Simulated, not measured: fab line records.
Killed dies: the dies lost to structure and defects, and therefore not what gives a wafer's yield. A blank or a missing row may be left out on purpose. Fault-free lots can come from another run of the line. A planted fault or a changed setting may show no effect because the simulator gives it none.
Chamber matching || flow n5-finfet || N5_BEOL_M11_ETCH_65 on rie-diel-06: 4 sister chambers
The step etches SiARC in CF4, target depth 39 nm, time 65 s. 22 wafers are shown with their chamber, then 11 later ones without.

WAFERS PAIRED WITH THEIR CHAMBERS
{"wafer": "L074.4", "chamber": 0, "showerhead-plenum-p-Torr (Torr)": 2.22, "drypump-motor-current-A (A)": 5.9, "throttle-valve-pct (%)": 15.55}
{"wafer": "L074.5", "chamber": 3, "showerhead-plenum-p-Torr (Torr)": 2.22, "drypump-motor-current-A (A)": 5.7, "throttle-valve-pct (%)": 15.66}
{"wafer": "L074.6", "chamber": 0, "showerhead-plenum-p-Torr (Torr)": 2.22, "drypump-motor-current-A (A)": 5.9, "throttle-valve-pct (%)": 15.54}
{"wafer": "L079.1", "chamber": 1, "showerhead-plenum-p-Torr (Torr)": 1.98, "drypump-motor-current-A (A)": 5.5, "throttle-valve-pct (%)": 15.75}
{"wafer": "L079.2", "chamber": 2, "showerhead-plenum-p-Torr (Torr)": 2.15, "drypump-motor-current-A (A)": 6.0, "throttle-valve-pct (%)": 15.82}
{"wafer": "L079.6", "chamber": 0, "showerhead-plenum-p-Torr (Torr)": 2.22, "drypump-motor-current-A (A)": 5.9, "throttle-valve-pct (%)": 15.55}
{"wafer": "L077.1", "chamber": 3, "showerhead-plenum-p-Torr (Torr)": 2.22, "drypump-motor-current-A (A)": 5.7, "throttle-valve-pct (%)": 15.65}
{"wafer": "L077.3", "chamber": 2, "showerhead-plenum-p-Torr (Torr)": 2.15, "drypump-motor-current-A (A)": 6.0, "throttle-valve-pct (%)": 15.83}
{"wafer": "L077.5", "chamber": 1, "showerhead-plenum-p-Torr (Torr)": 1.98, "drypump-motor-current-A (A)": 5.6, "throttle-valve-pct (%)": 15.76}
{"wafer": "L078.2", "chamber": 1, "showerhead-plenum-p-Torr (Torr)": 1.98, "drypump-motor-current-A (A)": 5.6, "throttle-valve-pct (%)": 15.77}
{"wafer": "L078.4", "chamber": 3, "showerhead-plenum-p-Torr (Torr)": 2.22, "drypump-motor-current-A (A)": 5.7, "throttle-valve-pct (%)": 15.67}
{"wafer": "L078.5", "chamber": 1, "showerhead-plenum-p-Torr (Torr)": 1.98, "drypump-motor-current-A (A)": 5.5, "throttle-valve-pct (%)": 15.75}
{"wafer": "L081.3", "chamber": 0, "showerhead-plenum-p-Torr (Torr)": 2.21, "drypump-motor-current-A (A)": 5.9, "throttle-valve-pct (%)": 15.57}
{"wafer": "L081.4", "chamber": 3, "showerhead-plenum-p-Torr (Torr)": 2.22, "drypump-motor-current-A (A)": 5.7, "throttle-valve-pct (%)": 15.67}
{"wafer": "L081.5", "chamber": 2, "showerhead-plenum-p-Torr (Torr)": 2.15, "drypump-motor-current-A (A)": 6.0, "throttle-valve-pct (%)": 15.83}
{"wafer": "L084.1", "chamber": 0, "showerhead-plenum-p-Torr (Torr)": 2.21, "drypump-motor-current-A (A)": 5.9, "throttle-valve-pct (%)": 15.59}
{"wafer": "L084.3", "chamber": 2, "showerhead-plenum-p-Torr (Torr)": 2.15, "drypump-motor-current-A (A)": 6.0, "throttle-valve-pct (%)": 15.83}
{"wafer": "L084.6", "chamber": 3, "showerhead-plenum-p-Torr (Torr)": 2.22, "drypump-motor-current-A (A)": 5.7, "throttle-valve-pct (%)": 15.67}
{"wafer": "L086.3", "chamber": 3, "showerhead-plenum-p-Torr (Torr)": 2.22, "drypump-motor-current-A (A)": 5.7, "throttle-valve-pct (%)": 15.69}
{"wafer": "L086.4", "chamber": 1, "showerhead-plenum-p-Torr (Torr)": 1.98, "drypump-motor-current-A (A)": 5.5, "throttle-valve-pct (%)": 15.79}
{"wafer": "L086.5", "chamber": 0, "showerhead-plenum-p-Torr (Torr)": 2.21, "drypump-motor-current-A (A)": 5.9, "throttle-valve-pct (%)": 15.59}
{"wafer": "L089.1", "chamber": 2, "showerhead-plenum-p-Torr (Torr)": 2.14, "drypump-motor-current-A (A)": 6.1, "throttle-valve-pct (%)": 15.87}

SIGNATURES (means of the wafers above)
{"reading": "showerhead-plenum-p-Torr", "chamber 0": 2.2150, "chamber 1": 1.9800, "chamber 2": 2.1480, "chamber 3": 2.2200, "scatter within a chamber": 0.00357}
{"reading": "drypump-motor-current-A", "chamber 0": 5.900, "chamber 1": 5.540, "chamber 2": 6.020, "chamber 3": 5.700, "scatter within a chamber": 0.0333}
{"reading": "throttle-valve-pct", "chamber 0": 15.5650, "chamber 1": 15.7640, "chamber 2": 15.8360, "chamber 3": 15.6683, "scatter within a chamber": 0.0181}
Rule: for a wafer and a chamber, the distance is found by dividing, reading by reading, the gap between the wafer's reading and the chamber's mean by the reading's scatter, squaring, summing and taking the root. If the next closest chamber is less than 2 further off than the closest, the wafer can't be placed; otherwise it belongs to the closest. How the scatter is found: for the shown wafers, subtract from each reading the mean of its chamber, square and add these, divide the total by (wafers less chambers), then take the root.

WAFERS WITH NO CHAMBER GIVEN
{"wafer": "L089.3", "showerhead-plenum-p-Torr (Torr)": 2.21, "drypump-motor-current-A (A)": 5.9, "throttle-valve-pct (%)": 15.60}
{"wafer": "L089.4", "showerhead-plenum-p-Torr (Torr)": 2.21, "drypump-motor-current-A (A)": 5.9, "throttle-valve-pct (%)": 15.61}
{"wafer": "L093.1", "showerhead-plenum-p-Torr (Torr)": 2.21, "drypump-motor-current-A (A)": 5.9, "throttle-valve-pct (%)": 15.62}
{"wafer": "L093.4", "showerhead-plenum-p-Torr (Torr)": 1.98, "drypump-motor-current-A (A)": 5.5, "throttle-valve-pct (%)": 15.81}
{"wafer": "L093.5", "showerhead-plenum-p-Torr (Torr)": 2.21, "drypump-motor-current-A (A)": 5.7, "throttle-valve-pct (%)": 15.70}
{"wafer": "L096.1", "showerhead-plenum-p-Torr (Torr)": 1.97, "drypump-motor-current-A (A)": 5.6, "throttle-valve-pct (%)": 15.83}
{"wafer": "L096.3", "showerhead-plenum-p-Torr (Torr)": 2.21, "drypump-motor-current-A (A)": 5.7, "throttle-valve-pct (%)": 15.73}
{"wafer": "L096.5", "showerhead-plenum-p-Torr (Torr)": 2.14, "drypump-motor-current-A (A)": 6.0, "throttle-valve-pct (%)": 15.92}
{"wafer": "L097.1", "showerhead-plenum-p-Torr (Torr)": 2.14, "drypump-motor-current-A (A)": 6.0, "throttle-valve-pct (%)": 15.92}
{"wafer": "L097.2", "showerhead-plenum-p-Torr (Torr)": 2.21, "drypump-motor-current-A (A)": 5.7, "throttle-valve-pct (%)": 15.74}
{"wafer": "L097.3", "showerhead-plenum-p-Torr (Torr)": 2.20, "drypump-motor-current-A (A)": 5.9, "throttle-valve-pct (%)": 15.66}

THE CHAMBER EACH PASSED THROUGH
{"wafer": "L089.3", "from the rows above": 0, "in truth": 0}
{"wafer": "L089.4", "from the rows above": 0, "in truth": 0}
{"wafer": "L093.1", "from the rows above": 0, "in truth": 0}
{"wafer": "L093.4", "from the rows above": 1, "in truth": 1}
{"wafer": "L093.5", "from the rows above": 3, "in truth": 3}
{"wafer": "L096.1", "from the rows above": 1, "in truth": 1}
{"wafer": "L096.3", "from the rows above": 3, "in truth": 3}
{"wafer": "L096.5", "from the rows above": 2, "in truth": 2}
{"wafer": "L097.1", "from the rows above": 2, "in truth": 2}
{"wafer": "L097.2", "from the rows above": 3, "in truth": 3}
{"wafer": "L097.3", "from the rows above": "can't be placed: 0 or 3", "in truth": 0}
10 of 11 placed correctly. Cannot be placed on the basis of these rows: 1; the candidates contain the true chamber in 1. 0 placed wrongly.
